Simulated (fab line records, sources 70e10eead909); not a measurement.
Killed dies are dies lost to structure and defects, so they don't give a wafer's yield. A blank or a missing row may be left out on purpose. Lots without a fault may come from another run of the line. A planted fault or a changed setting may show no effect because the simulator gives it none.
Which tool did it? | flow nand_harc | 6 lots, 18 wafers sampled, at 3 steps of a route of 1159

WHAT THE GAUGES READ, wafer by wafer
NHARC_P_M1_CD_MEAS_09: target cd 130 nm.
lot  | measured     | on        | cd_nm (nm)
L951 | day 6 18:04  | cd_sem-01 | 130.4 131.2 130.7
L952 | day 6 23:33  | cd_sem-01 | 114.1 130.2 130.1
L965 | day 10 02:35 | cd_sem-03 | 129.3 129.3 129.6
L968 | day 10 11:10 | cd_sem-03 | 129.9 130.8 130.1
L971 | day 11 04:41 | cd_sem-03 | 130.0 129.3 129.6
L970 | day 11 07:16 | cd_sem-02 | 129.4 129.5 130.1

WHICH TOOL RAN EACH LOT (tool, then ch and the chambers of the sampled wafers, then the start)
lot  | NHARC_P_M0_DESCUM_14               | NHARC_P_M1_PEB_07
L951 | rie_diel-07 ch 0,3, day 6 14:11    | litho_track-01 ch 0, day 6 17:59
L952 | rie_diel-07 ch 0,2,3, day 6 19:41  | litho_track-01 ch 0, day 6 23:28
L965 | rie_diel-10 ch 1,2,3, day 9 22:41  | litho_track-06 ch 0, day 10 02:29
L968 | rie_diel-02 ch 0,1,2, day 10 07:12 | litho_track-06 ch 0, day 10 11:05
L971 | rie_diel-02 ch 0,1, day 11 00:46   | litho_track-06 ch 0, day 11 04:37
L970 | rie_diel-02 ch 0,1,2, day 11 03:23 | litho_track-06 ch 0, day 11 07:11
- NHARC_P_M0_DESCUM_14: chemistry O2, time 3 s.
- NHARC_P_M1_PEB_07: peb time 65 s.

THE ANSWER, worked out from the rows above alone
Rule: what is usual is taken from the lots themselves. Put in order of their means at a reading, lots are off if they are a third of the lots or fewer, leave a main group of 4 or more, and stand apart from it by a gap of 3 or more times the standard deviation of the main group's means; of several such gaps the widest counts. A main group whose means are all the same, to the digits that the tables above print for the reading, isn't used. A lot without any number at a reading at which 4 lots or more have one is off too. The other lots that the step has rows for count as sound.
Off: L952, at NHARC_P_M1_CD_MEAS_09 (cd_nm). The main group: mean 129.9 nm, standard deviation 0.5.
A tool fits if, at a process step before that reading, it ran every lot that is off, and no sound lot after the first of them. The gauges at NHARC_P_M1_CD_MEAS_09 are tried like those tools. Can't be told from this: 3 tools fit, rie_diel-07 at NHARC_P_M0_DESCUM_14, litho_track-01 at NHARC_P_M1_PEB_07, cd_sem-01 at NHARC_P_M1_CD_MEAS_09.

WHAT THE SIMULATOR HAD PUT IN
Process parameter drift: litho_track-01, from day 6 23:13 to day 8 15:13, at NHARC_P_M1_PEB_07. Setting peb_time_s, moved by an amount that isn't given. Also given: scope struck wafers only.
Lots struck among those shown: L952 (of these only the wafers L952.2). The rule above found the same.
